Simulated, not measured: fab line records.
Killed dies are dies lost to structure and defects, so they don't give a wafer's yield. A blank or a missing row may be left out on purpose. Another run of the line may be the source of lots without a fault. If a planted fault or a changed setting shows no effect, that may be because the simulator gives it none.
Tool commonality check    flow nand-harc    Sampled: 13 lots, 39 wafers

## REASON FOR OPENING
At NHARC_P_GATE_INSPECT_68 the reading raw-defect-count is flagged on 2 of 13 lots. Wafers without a fault read 225, standard deviation 100.
Rule: flag the lot when none of its wafers has a number, or when each of its wafers that has one lies beyond 4 standard deviations from that mean. All remaining lots are regarded as sound.

lot   measured      on                 raw-defect-count, wafer by wafer  flag
L354  day 5 08:43   defect-inspect-02  274 268 412                       
L355  day 5 16:08   defect-inspect-01  265 242 199                       
L357  day 6 03:48   defect-inspect-01  238 256 374                       
L356  day 6 04:10   defect-inspect-02  128 105 126                       
L358  day 6 14:28   defect-inspect-01  136 183 163                       
L359  day 6 14:59   defect-inspect-01  154 248 178                       
L363  day 7 22:52   defect-inspect-01  634 723 636                       FLAGGED
L366  day 8 18:13   defect-inspect-01  221 212 164                       
L369  day 9 00:43   defect-inspect-01  765 657 790                       FLAGGED
L370  day 9 13:47   defect-inspect-01  103 93 104                        
L371  day 9 15:27   defect-inspect-01  205 295 364                       
L372  day 10 08:19  defect-inspect-01  87 133 232                        
L377  day 10 23:34  defect-inspect-02  124 145 124                       
On average the flagged lots' numbers are 701, which is +476 against the usual, or +5 standard deviations.

## TOOL THAT RAN EACH LOT
The record holds 2 process steps before the reading, out of a route of 1159 steps. Cell contents, in order: the tool; ch with the chambers the sampled wafers went through; the start.
lot   flag     NHARC_P_GATE_ALD_36                NHARC_P_GATE_STRIP_96
L354           ald-sin-02 ch 0,1, day 4 15:47     wet-bench-05 ch 3,4,5, day 5 07:08
L355           ald-sin-01 ch 0,1,3, day 4 22:41   wet-bench-05 ch 2,3,7, day 5 14:31
L357           ald-sin-02 ch 1,2,3, day 5 13:28   wet-bench-01 ch 0,2,4, day 6 02:12
L356           ald-sin-01 ch 1,3, day 5 11:02     wet-bench-02 ch 2,3,4, day 6 02:34
L358           ald-sin-03 ch 0,2,3, day 5 21:10   wet-bench-02 ch 1,3,7, day 6 12:47
L359           ald-sin-02 ch 0,1,3, day 5 22:51   wet-bench-05 ch 1,4,5, day 6 13:22
L363  FLAGGED  ald-sin-03 ch 0,2,3, day 7 07:49   wet-bench-02 ch 2,3,7, day 7 21:14
L366           ald-sin-03 ch 0,1, day 8 00:44     wet-bench-01 ch 0,2,4, day 8 16:35
L369  FLAGGED  ald-sin-01 ch 0,1,3, day 8 08:57   wet-bench-02 ch 1,2,3, day 8 23:08
L370           ald-sin-01 ch 2,3, day 8 21:32     wet-bench-01 ch 1,4,7, day 9 11:54
L371           ald-sin-02 ch 0,1,3, day 8 21:39   wet-bench-05 ch 2,3,4, day 9 13:50
L372           ald-sin-01 ch 0,2,3, day 9 17:11   wet-bench-01 ch 1,2,3, day 10 05:56
L377           ald-sin-03 ch 0,2,3, day 10 08:36  wet-bench-05 ch 0,3,4, day 10 21:57
What is done by these steps:
- NHARC_P_GATE_ALD_36: deposits SiNx, target thk 20 nm, pulse time 60 s, ald cycles 223.
- NHARC_P_GATE_STRIP_96: strips in SPM, time 900 s.
- NHARC_P_GATE_INSPECT_68

## FLAGGED OVER TOTAL, TOOL BY TOOL (the gauges that took the reading come last)
step                     tool               lots run  flagged  share of the flagged lots  sound lots run after its first flagged lot
NHARC_P_GATE_ALD_36      ald-sin-01         5         1        some                       2 (L370,L372)
NHARC_P_GATE_ALD_36      ald-sin-02         4         0        none                       -
NHARC_P_GATE_ALD_36      ald-sin-03         4         1        some                       2 (L366,L377)
NHARC_P_GATE_STRIP_96    wet-bench-01       4         0        none                       -
NHARC_P_GATE_STRIP_96    wet-bench-02       4         2        all                        0
NHARC_P_GATE_STRIP_96    wet-bench-05       5         0        none                       -
NHARC_P_GATE_INSPECT_68  defect-inspect-01  10        2        all                        4 (L366,L370,L371,L372)
NHARC_P_GATE_INSPECT_68  defect-inspect-02  3         0        none                       -

## WHAT THE TABLE PERMITS
wet-bench-02 at NHARC_P_GATE_STRIP_96 and defect-inspect-01 at NHARC_P_GATE_INSPECT_68 are the 2 rows of the table that ran each flagged lot.
- wet-bench-02 at NHARC_P_GATE_STRIP_96: 2 of its 4 lots flagged. Its last sound lot is L358 (day 6 12:47), its first flagged lot L363 (day 7 21:14): a fault that began between those two fits.
- defect-inspect-01 at NHARC_P_GATE_INSPECT_68: 2 of its 10 lots flagged. After the first flagged lot (L366, L370, L371, L372), sound lots still ran on it; a lasting fault on the whole tool would not permit that.
wet-bench-02 at NHARC_P_GATE_STRIP_96 is the single tool remaining.

## WHAT WAS PUT IN BY THE SIMULATOR
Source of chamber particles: wet-bench-02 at NHARC_P_GATE_STRIP_96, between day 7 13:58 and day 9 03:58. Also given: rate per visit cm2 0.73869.
Shown lots that were struck: L363, L369. The same result came from the rule above.
